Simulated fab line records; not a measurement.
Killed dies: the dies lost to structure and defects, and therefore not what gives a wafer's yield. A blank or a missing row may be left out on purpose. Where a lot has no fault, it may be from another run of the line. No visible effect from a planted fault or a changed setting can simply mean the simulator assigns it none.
Comparing a struck lot with a sound one || flow n5 finfet || 25 steps out of a route of 1938
Sound: the wafers L758.1, L758.2, L758.3. Struck: wafers L754.3, L754.5, L754.6. Last of all comes the cause.
At each step with rows: each side's tool, then ch and its chambers, then its first start. Under that, the readings that differ: sound wafers || struck wafers || difference of the means || sigmas: that difference in standard deviations of wafers without a fault.
alike: words and numbers the same on both sides, and readings whose means are apart by under 2 such deviations; not compared: readings that were withheld, readings missing a value for some wafer, numbers with overlapping values and no deviation given by the record, and bounds like >300 which may hide the same value.
A row with sigmas, a row that says differs or no value, or rows on one side alone: a step with any of these is where the two part. When numbers do not overlap yet have no deviation, they are printed without sigmas and do not part them. A reading missing from all wafers of one side parts the sides only when that side holds two or more wafers.

first, 11 steps without rows for these wafers: N5_WELL_APT_RTA_34 (time 10 s); N5_WELL_APT_OXIDE_STRIP_42 (strips SiO2 in dHF, time 45 s, target depth 12 nm); N5_WELL_APT_PRECLEAN_36 (cleans in O3/DIW, time 45 s); N5_WELL_APT_PRECLEAN_39 (cleans in dHF, time 60 s); N5_WELL_APT_SRD_37 (time 30 s); N5_WELL_APT_EPI_41 (deposits Si from SiH4/H2, target thk 50 nm, time 297.7 s); N5_PMOS_HMC_CHANNEL_EPI_HM_DEP_34 (deposits SiO2 from TEOS/O2, target thk 36 nm, time 6.9 s); N5_PMOS_HMC_CHANNEL_EPI_COAT_31 (time 60 s, resist thk 66 nm); N5_PMOS_HMC_CHANNEL_EPI_COAT_03 (resist thk 205 nm); N5_PMOS_HMC_CHANNEL_EPI_EBR_05; N5_PMOS_HMC_CHANNEL_EPI_SOFTBAKE_04 (time 60 s).
N5_PMOS_HMC_CHANNEL_EPI_EXPOSE_06: exposes mask PMOS HMC BLK, target cd 240 nm.
  sound on arfi scanner-01 ch 0, day 7 05:02; struck on arfi scanner-02 ch 0, day 6 05:14
{"reading": "exposure dose mJ cm2", "sound": "40.99 41.02 40.95", "struck": "36.73 36.75 36.67", "difference": -4.27, "sigmas": -93}
  alike: mask
then, 2 steps without rows for these wafers: N5_PMOS_HMC_CHANNEL_EPI_PEB_07 (peb time 60 s); N5_PMOS_HMC_CHANNEL_EPI_DEVELOP_08 (develop time 30 s).
N5_PMOS_HMC_CHANNEL_EPI_CD_MEAS_09: the cd target is 237.4 nm.
  sound on cd sem-01 ch 0, day 7 05:10; struck on cd sem-01 ch 0, day 6 05:21
{"reading": "cd nm (nm)", "sound": "238.8 238.0 237.8", "struck": "229.7 230.2 230.1", "difference": -8.2, "sigmas": -9}
N5_PMOS_HMC_CHANNEL_EPI_DESCUM_14: chemistry O2, time 7.9 s.
  sound on rie diel-04 ch 0,2,3, day 7 05:15; struck on rie diel-02 ch 0,1,2, day 6 05:33
{"reading": "model.PMOS_HMC_CHANNEL_EPI.cd nm (nm)", "sound": "238.6 237.8 238.3", "struck": "229.5 230.1 229.7", "difference": -8.5, "sigmas": ""}
  alike: chamber pressure mTorr, drypump motor current A, oes product au, rf vpp V, showerhead plenum p Torr, throttle valve pct
  not compared: rf hours counter h
then, 5 steps without rows for these wafers: N5_PMOS_HMC_CHANNEL_EPI_ETCH_32 (etches BARC in N2/H2, stops on SiO2, target depth 85.8 nm, time 50.3 s); N5_PMOS_HMC_CHANNEL_EPI_HM_OPEN_15 (chemistry CHF3/O2, target SiO2, target depth 40.6 nm, time 20.3 s); N5_PMOS_HMC_CHANNEL_EPI_STRIP_33 (strips in N2/H2); N5_PMOS_HMC_CHANNEL_EPI_STRIP_17 (strips in SPM, time 750 s); N5_PMOS_HMC_CHANNEL_EPI_ETCH_38 (etches SiO2 in CF4, target depth 1.5 nm).
N5_PMOS_HMC_CHANNEL_EPI_FIN_RECESS_16: chemistry HBr/Cl2, target Si, target depth 54 nm, time 18 s.
  sound on rie si-04 ch 0,2,3, day 7 05:43; struck on rie si-06 ch 0,1, day 6 06:00
{"reading": "model.PMOS_HMC_CHANNEL_EPI.cd nm (nm)", "sound": "241.1 241 240.2", "struck": "232.7 232.5 232.3", "difference": -8.3, "sigmas": ""}
  alike: chamber pressure mTorr, drypump motor current A, oes product au, throttle valve pct
  not compared: rf hours counter h
then, 1 step without rows for these wafers: N5_PMOS_HMC_CHANNEL_EPI_PRECLEAN_36 (cleans in O3/DIW, time 45 s).
-- here the record skips 6 days between the struck wafers' starts before and after, leaving off in module PMOS_HMC_CHANNEL_EPI and picking up in module BEOL_M4 (first step shown: number 1111 of the route) --
N5_BEOL_M4_RC_MEAS_101:
  sound on prober-01 ch 0, day 13 14:08; struck on prober-02 ch 0, day 12 10:55
  alike: DIBL_N, DIBL_P, IOFF_N, IOFF_P, ION_N, ION_P, SS_N, SS_P, VT_N, VT_P
after that, 1 step had no rows for these wafers: N5_PASSIVATION_PROBE_49.

## WHERE THEY PART
At N5_PMOS_HMC_CHANNEL_EPI_EXPOSE_06 first; at N5_PMOS_HMC_CHANNEL_EPI_CD_MEAS_09 last (within this record only). Later steps at which nothing parts them and some readings are alike: N5_PMOS_HMC_CHANNEL_EPI_DESCUM_14, N5_PMOS_HMC_CHANNEL_EPI_FIN_RECESS_16, N5_BEOL_M4_RC_MEAS_101.

WHY: the cause the simulator had injected
Drift in process parameters on arfi scanner-02 at N5_PMOS_HMC_CHANNEL_EPI_EXPOSE_06, starting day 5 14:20. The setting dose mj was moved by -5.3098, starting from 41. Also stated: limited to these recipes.
